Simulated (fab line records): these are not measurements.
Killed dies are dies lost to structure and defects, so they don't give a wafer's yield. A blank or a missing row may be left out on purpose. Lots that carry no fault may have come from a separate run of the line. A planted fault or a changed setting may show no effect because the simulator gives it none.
fab line records -- flow nandHarc
[record] lots = 6, wafers = 18, lastDay = 24
route steps=1159 shown A_STAIRCASE@546 END@1159
lots with no fault: from the same line, run without faults
startH: hours from the record's first day to the start of the lot's first wafer shown -- waitH: hours from the lot's prior step to this one -- " the same as in the row above -- L1.1+2: a row that stands for several wafers -- - no value, or no start given -- * or withheld: withheld -- < > ~ a bound
route shown NAME@n: names a module that has steps shown in the file, with the first one's number in the route -- usual: the fault-free wafers' mean and standard deviation -- same: alike in all rows -- chamber/n: place in a boat -- sites: each site's reading -- _std_site: the values' standard deviation -- _edge_site: outer sites' mean less inner sites' -- radiusMm: how far each site lies from the wafer's centre -- mask NAME#n: copy n -- behind: tool/chamber where the wafer was last shaped -- hold: cause of the lot's hold/its duration in hours/its outcome -- device: the transistor (n, p or np) that didn't switch -- end of line: at the end of the route, the tests of the same wafers -- a step without rows: its recipe alone -- killed: dies lost to structure and defects at the first sort, not the wafer's yield -- map: the dies of a wafer, with x for killed, . for not killed, _ for no die there
set.NAME: setting as actually run; set.NAME@STEP: the setting as run at that earlier step -- model.NAME: the simulator's own value behind a step, which no gauge read
lots seen at some steps along the route; tables by step, rows by wafer
services: a tool's chamber out of use, with start hour (startH, from the record's first day; less than 0 if before it), hours out, and reason
[[steps]]
[step NHARC_A_STAIRCASE_HARDBAKE_10]
[recipe] tempC = 120, timeS = 140
[step NHARC_A_STAIRCASE_DESCUM_11]
[recipe] timeS = 3, o2FlowSccm = 200, arFlowSccm = 0, biasPowerW = 0, chemistry = O2
[step NHARC_A_STAIRCASE_TRIM_12]
[recipe] timeS = 211.2, o2FlowSccm = 500, arFlowSccm = 0, biasW = 0, chemistry = O2
[step NHARC_A_STAIRCASE_ETCH_13]
[recipe] targetDepthA = 1000, timeS = 40.5, ionEnergyEv = 400, c4f8FlowSccm = 20, o2FlowSccm = 10, arFlowSccm = withheld, rfW = 600, biasW = 1000, chemistry = C4F8/O2
[step NHARC_A_STAIRCASE_TRIM_14]
[recipe] timeS = 211.2, o2FlowSccm = 500, arFlowSccm = 0, biasW = 0, chemistry = O2
[step NHARC_A_STAIRCASE_ETCH_15]
[recipe] targetDepthA = 1000, timeS = 40.5, ionEnergyEv = 400, c4f8FlowSccm = 20, o2FlowSccm = 10, arFlowSccm = withheld, rfW = 600, biasW = 1000, chemistry = C4F8/O2
[usual] oesProductAu = 0.941/0.012, rfVppV = 895/5.8
lot.wafer,tool,chamber,startH,waitH,oesProductAu,rfHoursCounterH,rfVppV
L559.1,rieDiel-13,0,-,-,0.954,55,890
L559.6,rieDiel-13,2,-,-,0.921,-,899
L559.5,rieDiel-13,3,-,-,0.930,-,888
L565.3,rieDiel-01,3,-,-,0.957,55,888
L565.4,rieDiel-01,2,-,-,0.955,52,890
L565.5,rieDiel-01,0,-,-,0.925,-,899
L563.3,rieDiel-13,1,-,-,0.934,1,901
L563.4,rieDiel-13,2,-,-,0.938,1,899
L563.5,rieDiel-13,3,-,-,0.915,-,904
L567.4,rieDiel-13,3,-,-,0.914,8,905
L567.5,rieDiel-13,0,-,-,0.946,-,889
L567.6,rieDiel-13,1,-,-,0.932,-,900
L574.3,rieDiel-13,1,-,-,0.939,22,900
L574.2,rieDiel-13,2,-,-,0.936,20,899
L574.1,rieDiel-13,0,-,-,0.957,22,889
L578.1,rieDiel-03,2,-,-,0.940,57,886
L578.4,rieDiel-03,0,-,-,0.937,-,895
L578.5,rieDiel-03,2,-,-,0.945,-,887
[step NHARC_A_STAIRCASE_TRIM_16]
[recipe] timeS = 211.2, o2FlowSccm = 500, arFlowSccm = 0, biasW = 0, chemistry = O2
[step NHARC_A_STAIRCASE_ETCH_17]
[recipe] targetDepthA = 1000, timeS = 40.5, ionEnergyEv = 400, c4f8FlowSccm = 20, o2FlowSccm = 10, arFlowSccm = withheld, rfW = 600, biasW = 1000, chemistry = C4F8/O2
[step NHARC_A_STAIRCASE_TRIM_18]
[recipe] timeS = 211.2, o2FlowSccm = 500, arFlowSccm = 0, biasW = 0, chemistry = O2
[step NHARC_A_STAIRCASE_ETCH_19]
[recipe] targetDepthA = 1000, timeS = 40.5, ionEnergyEv = 400, c4f8FlowSccm = 20, o2FlowSccm = 10, arFlowSccm = withheld, rfW = 600, biasW = 1000, chemistry = C4F8/O2
[usual] oesProductAu = 0.939/0.012, rfVppV = 895/5.9
lot.wafer,tool,chamber,startH,waitH,oesProductAu,rfHoursCounterH,rfVppV
L559.1,rieDiel-13,0,-,-,0.957,55,890
L559.5,rieDiel-13,0,-,-,0.940,-,890
L559.6,rieDiel-13,1,-,-,0.930,-,899
L565.4,rieDiel-01,0,-,-,0.933,54,899
L565.3,rieDiel-01,2,-,-,0.935,53,891
L565.5,rieDiel-01,0,-,-,0.917,-,899
L563.4,rieDiel-13,3,-,-,0.914,2,907
L563.3,rieDiel-13,0,-,-,0.944,2,888
L563.5,rieDiel-13,2,-,-,0.921,-,899
L567.4,rieDiel-13,3,-,-,0.923,9,906
L567.5,rieDiel-13,2,-,-,0.924,-,899
L567.6,rieDiel-13,3,-,-,0.910,-,907
L574.3,rieDiel-13,0,-,-,0.949,23,889
L574.2,rieDiel-13,1,-,-,0.941,22,899
L574.1,rieDiel-13,2,-,-,0.938,21,898
L578.1,rieDiel-03,0,-,-,0.940,56,894
L578.5,rieDiel-03,0,-,-,0.941,-,894
L578.4,rieDiel-03,2,-,-,0.949,-,886
[step NHARC_A_STAIRCASE_TRIM_20]
[recipe] timeS = 211.2, o2FlowSccm = 500, arFlowSccm = 0, biasW = 0, chemistry = O2
[usual] drypumpMotorCurrentA = 6.0/0.44, oesProductAu = 1.001/0.011, rfVppV = 57.6/0.91, showerheadPlenumPTorr = 3.49/0.16, throttleValvePct = 17.037/0.0083
lot.wafer,tool,chamber,startH,waitH,drypumpMotorCurrentA,oesProductAu,rfHoursCounterH,rfVppV,showerheadPlenumPTorr,throttleValvePct
L559.1,rieDiel-13,1,258.16,0.1,6.3,0.991,54,57.9,3.65,17.025
L559.5,rieDiel-13,1,258.16,0.1,6.3,0.996,-,58.8,3.65,17.035
L559.6,rieDiel-13,2,258.16,0.1,6.0,0.996,-,58.0,3.63,17.049
L565.4,rieDiel-01,3,284.72,0.1,5.3,1.008,55,57.5,3.30,17.036
L565.3,rieDiel-01,1,284.72,0.1,5.8,0.992,52,57.9,3.42,17.038
L565.5,rieDiel-01,2,284.72,0.1,6.2,0.999,-,57.2,3.38,17.035
L563.3,rieDiel-01,0,289.07,0.1,6.0,0.982,56,57.5,3.62,17.045
L563.4,rieDiel-01,3,289.07,0.1,5.3,1.009,58,57.3,3.30,17.034
L563.5,rieDiel-01,1,289.07,0.1,5.8,0.989,-,57.8,3.42,17.051
L567.4,rieDiel-01,1,308.95,0.1,5.8,0.987,60,55.8,3.42,17.030
L567.5,rieDiel-01,2,308.95,0.1,6.2,1.004,-,57.8,3.38,17.020
L567.6,rieDiel-01,3,308.95,0.1,5.3,0.982,-,57.8,3.30,17.036
L574.1,rieDiel-03,3,339.92,0.1,6.2,1.002,47,56.7,3.49,17.041
L574.2,rieDiel-03,0,339.92,0.1,5.8,0.996,44,58.0,3.49,17.040
L574.3,rieDiel-03,2,339.92,0.1,6.3,1.002,47,57.4,3.29,17.033
L578.1,rieDiel-03,0,367.71,0.1,5.8,1.011,56,57.3,3.48,17.038
L578.5,rieDiel-03,3,367.71,0.1,6.2,1.009,-,57.7,3.49,17.040
L578.4,rieDiel-03,0,367.71,0.1,5.8,1.006,-,57.9,3.48,17.025
[step NHARC_A_STAIRCASE_ETCH_21]
[recipe] targetDepthA = 1000, timeS = 40.5, ionEnergyEv = 400, c4f8FlowSccm = 20, o2FlowSccm = 10, arFlowSccm = withheld, rfW = 600, biasW = 1000, chemistry = C4F8/O2
[usual] oesProductAu = 0.949/0.017, rfVppV = 894/5.9
lot.wafer,tool,chamber,startH,waitH,oesProductAu,rfHoursCounterH,rfVppV
L559.1,rieDiel-13,2,258.37,-,0.949,55,900
L559.6,rieDiel-13,0,258.37,-,0.962,-,889
L559.5,rieDiel-13,1,258.37,-,0.942,-,902
L565.4,rieDiel-01,0,284.90,-,0.933,54,899
L565.3,rieDiel-01,2,284.90,-,0.935,53,893
L565.5,rieDiel-01,3,284.90,-,0.941,-,887
L563.4,rieDiel-01,3,289.27,-,0.980,58,888
L563.3,rieDiel-01,0,289.27,-,0.943,56,899
L563.5,rieDiel-01,0,289.27,-,0.950,-,898
L567.4,rieDiel-01,2,309.08,-,0.962,61,891
L567.5,rieDiel-01,2,309.08,-,0.963,-,891
L567.6,rieDiel-01,3,309.08,-,0.962,-,888
L574.3,rieDiel-03,0,340.17,-,0.942,45,896
L574.2,rieDiel-03,2,340.17,-,0.945,47,888
L574.1,rieDiel-03,3,340.17,-,0.944,47,894
L578.1,rieDiel-03,0,367.89,-,0.952,56,895
L578.5,rieDiel-03,0,367.89,-,0.949,-,894
L578.4,rieDiel-03,2,367.89,-,0.960,-,887
[step NHARC_A_STAIRCASE_TRIM_22]
[recipe] timeS = 211.2, o2FlowSccm = 500, arFlowSccm = 0, biasW = 0, chemistry = O2
[step NHARC_A_STAIRCASE_ETCH_23]
[recipe] targetDepthA = 1000, timeS = 40.5, ionEnergyEv = 400, c4f8FlowSccm = 20, o2FlowSccm = 10, arFlowSccm = withheld, rfW = 600, biasW = 1000, chemistry = C4F8/O2
[step NHARC_A_STAIRCASE_TRIM_24]
[recipe] timeS = 211.2, o2FlowSccm = 500, arFlowSccm = 0, biasW = 0, chemistry = O2
[usual] drypumpMotorCurrentA = 5.9/0.46, oesProductAu = 1.000/0.011, rfVppV = 57.7/0.91, showerheadPlenumPTorr = 3.49/0.16, throttleValvePct = 17.037/0.0088
lot.wafer,tool,chamber,startH,waitH,drypumpMotorCurrentA,oesProductAu,rfHoursCounterH,rfVppV,showerheadPlenumPTorr,throttleValvePct
L559.1,rieDiel-13,2,-,-,6.0,0.987,55,58.0,3.63,17.030
L559.6,rieDiel-13,0,-,-,5.0,1.003,-,55.8,3.35,17.051
L559.5,rieDiel-13,1,-,-,6.2,0.988,-,58.8,3.65,17.026
L565.4,rieDiel-01,1,-,-,5.8,0.987,52,58.0,3.42,17.042
L565.3,rieDiel-01,2,-,-,6.2,1.000,53,57.6,3.38,17.053
L565.5,rieDiel-01,1,-,-,5.8,0.983,-,56.0,3.42,17.029
L563.4,rieDiel-01,3,-,-,5.3,1.003,58,56.1,3.30,17.058
L563.3,rieDiel-01,1,-,-,5.9,0.987,54,58.2,3.42,17.024
L563.5,rieDiel-01,3,-,-,5.3,0.998,-,58.6,3.30,17.036
L567.4,rieDiel-01,0,-,-,6.1,0.995,62,57.8,3.61,17.042
L567.5,rieDiel-01,3,-,-,5.2,0.999,-,58.9,3.30,17.023
L567.6,rieDiel-01,0,-,-,6.1,0.994,-,58.8,3.61,17.014
L574.1,rieDiel-03,0,-,-,5.9,1.002,45,57.3,3.49,17.028
L574.3,rieDiel-03,2,-,-,6.3,0.996,48,56.6,3.29,17.027
L574.2,rieDiel-03,3,-,-,6.2,1.001,48,56.4,3.49,17.023
L578.1,rieDiel-03,2,-,-,6.3,1.006,57,57.2,3.28,17.046
L578.4,rieDiel-03,3,-,-,6.2,1.012,-,57.1,3.49,17.029
L578.5,rieDiel-03,2,-,-,6.3,1.005,-,55.5,3.28,17.033
[step NHARC_A_STAIRCASE_ETCH_25]
[recipe] targetDepthA = 1000, timeS = 40.5, ionEnergyEv = 400, c4f8FlowSccm = 20, o2FlowSccm = 10, arFlowSccm = withheld, rfW = 600, biasW = 1000, chemistry = C4F8/O2
[step NHARC_A_STAIRCASE_TRIM_26]
[recipe] timeS = 211.2, o2FlowSccm = 500, arFlowSccm = 0, biasW = 0, chemistry = O2
[step NHARC_A_STAIRCASE_ETCH_27]
[recipe] targetDepthA = 1000, timeS = 40.5, ionEnergyEv = 400, c4f8FlowSccm = 20, o2FlowSccm = 10, arFlowSccm = withheld, rfW = 600, biasW = 1000, chemistry = C4F8/O2
[step NHARC_A_STAIRCASE_STRIP_175]
[recipe] powerW = 1500, tempC = 250, chemistry = O2
[step NHARC_A_STAIRCASE_STRIP_148]
[recipe] timeS = 900, tempC = 130, chemistry = SPM
[step NHARC_A_STAIRCASE_PRECLEAN_149]
[recipe] timeS = *, tempC = 50, bathAgeMin = 0, chemistry = SC1
[step NHARC_A_STAIRCASE_SRD_150]
[step NHARC_A_STAIRCASE_DEHYDRATE_176]
[recipe] tempC = 150, timeS = 120
[step NHARC_A_STAIRCASE_HMDS_177]
[recipe] timeS = 30
[step NHARC_A_STAIRCASE_COAT_178]
[recipe] spinRpm = 1200
[step NHARC_A_STAIRCASE_SOFTBAKE_179]
[recipe] tempC = 135, timeS = 170
[step NHARC_A_STAIRCASE_EBR_180]
[step NHARC_A_STAIRCASE_EXPOSE_181]
[recipe] na = 0.5, doseMj = 27.87, maskId = STAIR_2
[step NHARC_A_STAIRCASE_PEB_182]
[recipe] pebTempC = 115, pebTimeS = 130
[step NHARC_A_STAIRCASE_DEVELOP_183]
[recipe] timeS = 140
[step NHARC_A_STAIRCASE_HARDBAKE_185]
[recipe] tempC = 120, timeS = 140
[step NHARC_A_STAIRCASE_DESCUM_186]
[recipe] timeS = 3, o2FlowSccm = 200, arFlowSccm = 0, biasPowerW = 0, chemistry = O2
[usual] drypumpMotorCurrentA = 5.9/0.45, oesProductAu = 0.998/0.012, rfVppV = 57.8/0.93, showerheadPlenumPTorr = 1.89/0.094, throttleValvePct = 11.310/0.0086
[same] biasPowerW = 0
lot.wafer,tool,chamber,startH,waitH,drypumpMotorCurrentA,oesProductAu,rfHoursCounterH,rfVppV,showerheadPlenumPTorr,throttleValvePct
L559.1,rieDiel-13,0,260.91,-,5.0,1.006,57,56.4,1.81,11.314
L559.6,rieDiel-13,3,260.91,-,6.4,0.981,-,56.9,1.76,11.323
L559.5,rieDiel-13,0,260.91,-,5.0,1.005,-,57.7,1.81,11.300
L565.3,rieDiel-13,2,287.60,-,6.1,0.987,1,57.1,1.97,11.309
L565.4,rieDiel-13,1,287.60,-,6.2,1.003,1,57.2,1.98,11.307
L565.5,rieDiel-13,2,287.60,-,6.1,0.997,-,58.0,1.97,11.302
L563.4,rieDiel-13,3,291.81,-,6.3,0.980,2,60.6,2.08,11.308
L563.3,rieDiel-13,1,291.81,-,6.2,1.005,2,58.0,1.98,11.298
L563.5,rieDiel-13,3,291.81,-,6.4,0.990,-,58.6,2.08,11.318
L567.4,rieDiel-03,1,311.49,-,6.1,1.009,27,57.4,1.77,11.311
L567.6,rieDiel-03,3,311.49,-,6.1,1.009,-,59.1,1.90,11.298
L567.5,rieDiel-03,0,311.49,-,5.8,1.006,-,58.1,1.90,11.305
L574.1,rieDiel-13,1,343.11,-,6.2,0.996,24,56.1,1.97,11.327
L574.3,rieDiel-13,2,343.11,-,6.1,0.999,23,58.0,1.96,11.323
L574.2,rieDiel-13,3,343.11,-,6.4,0.986,23,58.1,2.07,11.303
L578.1,rieDiel-01,1,371.16,-,5.9,1.005,17,57.8,1.84,11.307
L578.4,rieDiel-01,2,371.16,-,6.2,0.997,16,57.5,1.82,11.312
L578.5,rieDiel-01,2,371.16,-,6.2,0.991,-,58.0,1.82,11.313
[step NHARC_A_STAIRCASE_TRIM_187]
[recipe] timeS = 211.2, o2FlowSccm = 500, arFlowSccm = 0, biasW = 0, chemistry = O2
[step NHARC_A_STAIRCASE_ETCH_188]
[recipe] targetDepthA = 1000, timeS = 40.5, ionEnergyEv = 400, c4f8FlowSccm = 20, o2FlowSccm = 10, arFlowSccm = withheld, rfW = 600, biasW = 1000, chemistry = C4F8/O2
[step NHARC_A_STAIRCASE_TRIM_189]
[recipe] timeS = 211.2, o2FlowSccm = 500, arFlowSccm = 0, biasW = 0, chemistry = O2
[step NHARC_A_STAIRCASE_ETCH_190]
[recipe] targetDepthA = 1000, timeS = 40.5, ionEnergyEv = 400, c4f8FlowSccm = 20, o2FlowSccm = 10, arFlowSccm = withheld, rfW = 600, biasW = 1000, chemistry = C4F8/O2
[step NHARC_A_STAIRCASE_TRIM_191]
[recipe] timeS = 211.2, o2FlowSccm = 500, arFlowSccm = 0, biasW = 0, chemistry = O2
[step NHARC_A_STAIRCASE_ETCH_192]
[recipe] targetDepthA = 1000, timeS = 40.5, ionEnergyEv = 400, c4f8FlowSccm = 20, o2FlowSccm = 10, arFlowSccm = withheld, rfW = 600, biasW = 1000, chemistry = C4F8/O2
[step NHARC_A_STAIRCASE_TRIM_193]
[recipe] timeS = 211.2, o2FlowSccm = 500, arFlowSccm = 0, biasW = 0, chemistry = O2
[step NHARC_END_SORT_01]
[recipe] tempC = 25
[usual] killedAtArray = 27/9.3, killedAtOther = 0.9/1.3, killedAtPeriphery = 3.6/2.7, killedDies = 31/9.7, killedOpen = 3.3/1.8, killedShort = 2.0/1.5
[same] grossDies = 677
lot.wafer,tool,chamber,startH,waitH,killedAtArray,killedAtOther,killedAtPeriphery,killedDies,killedOpen,killedShort
L563.3,prober-02,0,497.14,3.0,123,0,1,124,2,3
L563.4,prober-02,0,497.92,3.3,80,1,4,85,6,0
L563.5,prober-02,0,498.70,3.6,124,0,3,127,4,1
L567.4,prober-01,0,507.29,3.4,81,1,0,82,3,0
L567.5,prober-01,0,508.09,3.7,80,1,1,82,2,2
L567.6,prober-01,0,508.90,4.0,87,2,0,89,5,0
// killed by level:class
L563.3 A_STAIRCASE:unspecified=103 A_CHANNEL_HOLE_D1:chamberFilmFlake=10 A_WL_FILL:chamberFilmFlake=2 A_CONTACT:chamberFilmFlake=2 A_ONON_D1:geometricParticle:open=1 A_ONON_D1:geometricParticle:short=1 A_CHANNEL_FILL_D1:geometricParticle:short=1 A_SGD_CUT:geometricParticle:open=1
L563.4 A_STAIRCASE:unspecified=51 A_CHANNEL_HOLE_D1:chamberFilmFlake=10 A_STAIRCASE:chamberFilmFlake=5 A_WL_FILL:chamberFilmFlake=5 A_CONTACT:chamberFilmFlake=3 A_CONTACT:geometricParticle:open=2 A_M0:geometricParticle:open=2 P_M1:geometricParticle:open=1
L563.5 A_STAIRCASE:unspecified=104 A_CHANNEL_HOLE_D1:chamberFilmFlake=9 A_CONTACT:chamberFilmFlake=5 P_M0:geometricParticle:open=2 A_WL_FILL:chamberFilmFlake=2 P_M0:geometricParticle:short=1 A_ONON_D1:geometricParticle:open=1 A_CHANNEL_FILL_D1:geometricParticle:open=1
L567.4 A_STAIRCASE:unspecified=47 A_CHANNEL_HOLE_D1:chamberFilmFlake=15 A_SLIT:chamberFilmFlake=12 A_ZERO_WELL:chamberFilmFlake=2 A_ONON_D1:geometricParticle:open=1 A_CONTACT:geometricParticle:open=1 A_M0:geometricParticle:open=1 A_STAIRCASE:chamberFilmFlake=1
L567.5 A_STAIRCASE:unspecified=42 A_CHANNEL_HOLE_D1:chamberFilmFlake=19 A_SLIT:chamberFilmFlake=10 A_STAIRCASE:chamberFilmFlake=2 A_SOURCE_PLATE:geometricParticle:short=1 A_WL_FILL:geometricParticle:open=1 A_CONTACT:geometricParticle:short=1 A_BLC:geometricParticle:open=1
L567.6 A_STAIRCASE:unspecified=55 A_SLIT:chamberFilmFlake=11 A_CHANNEL_HOLE_D1:chamberFilmFlake=10 A_STAIRCASE:chamberFilmFlake=4 A_BLC:geometricParticle:open=2 THIN_TSV:chamberFilmFlake=2 A_CHANNEL_FILL_D1:geometricParticle:open=1 A_SGD_CUT:geometricParticle:open=1
// map L563.5 (x killed, . not)
____________.____________
_________......._________
_______..........._______
______............x______
_____.x.....x......._____
____.................____
____.................____
___.....x.............___
___...................___
__.....................__
__.x...................__
_......................._
_.............x.x..x...._
_...........x..xxxxx...._
_............x.xxxxxx..x_
_............xxxxxxx...._
.............xxxxxxxx....
............xxxxxxxxxx...
..x.........xxxxxxxxx....
.............xxxxxxxxxx..
............xxxxxxxxxx...
_............xxxxxxxxxx._
_...........x.xxxxxxxx.x_
_.............xxxxxxx..x_
_...........xxxxxxxxxxxx_
_...............x.x....._
__............x..x.....__
__..................x..__
___...................___
___...................___
____.............x...____
____...........xx....____
_____..............x_____
______.............______
_______....x......_______
_________......._________
____________.____________
// map L567.6 (x killed, . not)
____________x____________
_________.....x._________
_______xx.x....xx._______
______..x...x..x...______
_____........x......_____
____.................____
____.........x.......____
___..........x........___
___...........x.......___
__.....................__
__...................x.__
_............x.......xx._
_.....................x._
_....................x.._
_....................x.._
_............x.......xxx_
.....................x...
.........................
.......................x.
.........................
.........................
_......................._
_......................._
_..................x...._
_......................._
_......................._
__......x..............__
__.....................__
___.......x...x.......___
___.x.....x..xx.......___
____.....xxxxxxxx....____
____.....xxxxxxxx....____
_____xxxx.xxxxxxxx.._____
______..xxxxxxxxxx.______
_______..xxxxxxxx._______
_________xxxxxxx_________
____________x____________
[[services]]
tool,chamber,startH,hours,kind
rieDiel-13,0,254.66,-,clean
rieDiel-13,1,254.66,-,clean
rieDiel-13,2,254.66,-,clean
rieDiel-13,3,254.66,-,clean
rieDiel-13,-,264.36,2.3,repair
rieDiel-13,-,276.05,9.0,pm
rieDiel-13,0,276.05,9.0,ventCycle
rieDiel-13,1,276.05,9.0,ventCycle
rieDiel-13,2,276.05,9.0,ventCycle
rieDiel-13,3,276.05,9.0,ventCycle
rieDiel-13,0,285.05,-,clean
rieDiel-13,1,285.05,-,clean
rieDiel-13,2,285.05,-,clean
rieDiel-13,3,285.05,-,clean
rieDiel-13,3,285.05,-,consumableReplace:showerhead
rieDiel-13,0,309.55,-,clean
rieDiel-13,1,309.55,-,clean
rieDiel-13,2,309.55,-,clean
rieDiel-13,3,309.55,-,clean
rieDiel-01,-,314.85,9.0,pm
rieDiel-13,0,334.30,-,clean
rieDiel-13,1,334.30,-,clean
rieDiel-01,0,337.73,3.3,repair
rieDiel-03,2,343.78,5.5,repair
[[key]]
[firstSign] step = NHARC_END_SORT_01, reading = killedAtArray, direction = up, sigmas = 7.4, usual = 27, struck = 96
[effect] step = NHARC_END_SORT_01, reading = killedDies, direction = up, sigmas = 6.9, usual = 31, struck = 98
[moreKillsBornAt] NHARC_A_STAIRCASE_ETCH_21@rieDiel-01 = 401
metAt NHARC_A_STAIRCASE_ETCH_21
struckWafers L563.3,L563.4,L563.5,L567.4,L567.5,L567.6
testerLeftOut L563,L567
onsetBetween 284.90 289.27
alsoFits NHARC_A_STAIRCASE_TRIM_20:rieDiel-01,NHARC_A_STAIRCASE_TRIM_24:rieDiel-01
[fault] kind = chamberParticleSource, tool = rieDiel-01, chamber = -, onsetH = 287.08, steps = NHARC_A_STAIRCASE_ETCH_21, ratePerVisitCm2 = 1.7049, endH = 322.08
// testerLeftOut: of these lots the tester's yield and bins aren't shown, on N5 and GAA mostly nor the transistor test; their killed dies are dies lost to structure and defects alone, not to doping, threshold or leakage, so they don't give the yield
